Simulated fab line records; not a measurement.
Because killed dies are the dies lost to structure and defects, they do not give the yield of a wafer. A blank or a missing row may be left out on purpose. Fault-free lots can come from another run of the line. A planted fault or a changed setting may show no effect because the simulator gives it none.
Lot-split experiment + flow n5-finfet + 7 lots, 21 wafers read, on a route of 1938 steps

SPLIT DETAILS
At N5_BEOL_M6_ILD_DEP_00 (deposits SiCOH lowk from DEMS/porogen, target thk 179.75 nm, time 33.4 s), the setting time-s was moved away from the recipe's 33.4 s on 6 of the 21 wafers read, by -13.4% to +6.8%. The other wafers ran this setting at the recipe's value.

FROM SPLIT TO READING: 1 step shown by the file between the two
- N5_BEOL_M6_CURE_74: cures SiCOH lowk, time 240 s

THE READING
M6_ILD_THK in nanometres, read at N5_BEOL_M6_THK_MEAS_01. On this fab line, fault-free wafers typically give 155.4 nm with a standard deviation of 1.7 nm.

| wafer  | tool, chamber at the split | time-s as run, s | against the recipe | M6_ILD_THK, nm | against lot-mates on the recipe |
|--------|----------------------------|------------------|--------------------|----------------|---------------------------------|
| L077.1 | pecvd-03, 1                | 33.4             | recipe             | 153.7          | -                               |
| L077.2 | pecvd-03, 0                | 33.4             | recipe             | 153.1          | -                               |
| L077.6 | pecvd-03, 2                | 33.4             | recipe             | 156.9          | -                               |
| L081.1 | pecvd-01, 2                | 34.85            | +4.3%              | 161.6          | +4.9                            |
| L081.4 | pecvd-01, 1                | 33.4             | recipe             | 157.4          | -                               |
| L081.6 | pecvd-01, 0                | 33.4             | recipe             | 155.9          | -                               |
| L080.1 | pecvd-03, 1                | 33.4             | recipe             | 153.9          | -                               |
| L080.3 | pecvd-03, 0                | 33.4             | recipe             | 154.4          | -                               |
| L080.4 | pecvd-03, 2                | 33.4             | recipe             | 156.9          | -                               |
| L086.1 | pecvd-01, 1                | 33.4             | recipe             | 153.5          | -                               |
| L086.3 | pecvd-01, 2                | 33.4             | recipe             | 155.9          | -                               |
| L086.5 | pecvd-01, 1                | 33.4             | recipe             | 157.0          | -                               |
| L090.2 | pecvd-03, 0                | 28.94            | -13.4%             | 132.6          | no lot-mate on the recipe       |
| L090.3 | pecvd-03, 2                | 28.94            | -13.4%             | 134.0          | no lot-mate on the recipe       |
| L090.5 | pecvd-03, 1                | 28.94            | -13.4%             | 135.5          | no lot-mate on the recipe       |
| L092.2 | pecvd-03, 1                | 33.4             | recipe             | 155.0          | -                               |
| L092.4 | pecvd-03, 1                | 35.67            | +6.8%              | 167.0          | +12.0                           |
| L092.6 | pecvd-03, 1                | 35.67            | +6.8%              | 166.3          | +11.3                           |
| L096.1 | pecvd-03, 1                | 33.4             | recipe             | 152.8          | -                               |
| L096.2 | pecvd-03, 0,1              | 33.4             | recipe             | 154.3          | -                               |
| L096.6 | pecvd-03, 0,1              | 33.4             | recipe             | 154.5          | -                               |
When a row names more than one chamber, that row covers several wafers, and the file does not tell which wafer ran in which chamber.

FIT RESULTS
A straight line over all 21 wafers: M6_ILD_THK changes by +1.59 nm for each +1% of time-s; r = +0.99; the points scatter about the line by 1.4 nm.
The same after taking each lot's own level away (the mean of its wafers on the recipe; 18 wafers): +1.62 nm for each +1%; r = +0.95; scatter 1.3 nm.
According to that fit, moving time-s by its largest amount changes the reading by 22 nm.
The span of the lots' own levels, 153.87 to 156.65 nm, comes to 1.6 times the standard deviation stated above.
Consequently the slope shifts little with the lot-to-lot level, the two slopes agreeing.
Check: with one of the wafers moved furthest among these (+6.8%) left out of the fit, the line predicts +10.3 nm for it against its lot-mates. Against them it came out at +12 nm.

THE WHOLE CHAIN: every reading that the file lists as answering this split, in the file's order
| step                   | what it does                                                             | reading                                                                                  | change (the file's fit)              | r (the file's) |
|------------------------|--------------------------------------------------------------------------|------------------------------------------------------------------------------------------|--------------------------------------|----------------|
| N5_BEOL_M6_ILD_DEP_00  | deposits SiCOH lowk from DEMS/porogen, target thk 179.75 nm, time 33.4 s | SiCOH_lowk_of_BEOL_M6_ILD_DEP_00.thk-nm (the simulator's own value, which no gauge read) | +1.77 nm for each +1% of the setting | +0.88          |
| N5_BEOL_M6_CURE_74     | cures SiCOH lowk, time 240 s                                             | SiCOH_lowk_of_BEOL_M6_ILD_DEP_00.thk-nm (the simulator's own value, which no gauge read) | +1.55 nm for each +1% of the setting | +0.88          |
| N5_BEOL_M6_THK_MEAS_01 |                                                                          | M6_ILD_THK                                                                               | +1.55 for each +1% of the setting    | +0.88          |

FILE'S OWN FIT
M6_ILD_THK changes by +1.55 nm for each +1% of time-s, r = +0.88.
